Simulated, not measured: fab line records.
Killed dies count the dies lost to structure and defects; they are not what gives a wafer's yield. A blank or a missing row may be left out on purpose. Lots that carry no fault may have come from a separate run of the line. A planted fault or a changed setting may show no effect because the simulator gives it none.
Chamber matching :: flow n5-finfet :: 4 sister chambers for N5_BEOL_M13_DESCUM_33 on rie-diel-02
The step chemistry O2, time 7.9 s. 4 wafers are shown with their chamber, then 8 later ones without.

## WAFERS WITH THEIR CHAMBER
wafer: L076.4
chamber: 1
throttle-valve-pct (%): 19.98

wafer: L078.6
chamber: 0
throttle-valve-pct (%): 20.65

wafer: L086.2
chamber: 3
throttle-valve-pct (%): 19.86

wafer: L090.1
chamber: 2
throttle-valve-pct (%): 20.05

## WAFERS WHOSE CHAMBER IS MISSING
wafer: L090.3
throttle-valve-pct (%): 20.69

wafer: L090.4
throttle-valve-pct (%): 19.87

wafer: L093.1
throttle-valve-pct (%): 20.01

wafer: L093.3
throttle-valve-pct (%): 20.04

wafer: L093.4
throttle-valve-pct (%): 19.88

wafer: L092.1
throttle-valve-pct (%): 20.70

wafer: L092.2
throttle-valve-pct (%): 20.02

wafer: L092.4
throttle-valve-pct (%): 20.04

## THE CHAMBER EACH PASSED THROUGH
wafer: L090.3
from the rows above: 0
in truth: 0

wafer: L090.4
from the rows above: 3
in truth: 3

wafer: L093.1
from the rows above: can't be placed: 1 or 2
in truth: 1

wafer: L093.3
from the rows above: can't be placed: 2 or 1
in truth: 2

wafer: L093.4
from the rows above: 3
in truth: 3

wafer: L092.1
from the rows above: 0
in truth: 0

wafer: L092.2
from the rows above: can't be placed: 2 or 1
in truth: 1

wafer: L092.4
from the rows above: can't be placed: 2 or 1
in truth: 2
Placed correctly: 4 of 8. Can't be placed from these rows: 4 (the true chamber is among the candidates in 4). 0 placed wrongly.
How it was worked out, from the rows above alone: a wafer's distance from a chamber is the root of the sum, over the readings, of the square of ((its reading less the chamber's mean) divided by the reading's scatter). If the next closest chamber is less than 2 further off than the closest, the wafer can't be placed; otherwise it belongs to the closest. The mean given for a chamber averages the wafers shown for that chamber. The scatter: root of mean squared gap, hidden wafer to nearest shown wafer, with one shown wafer a chamber.
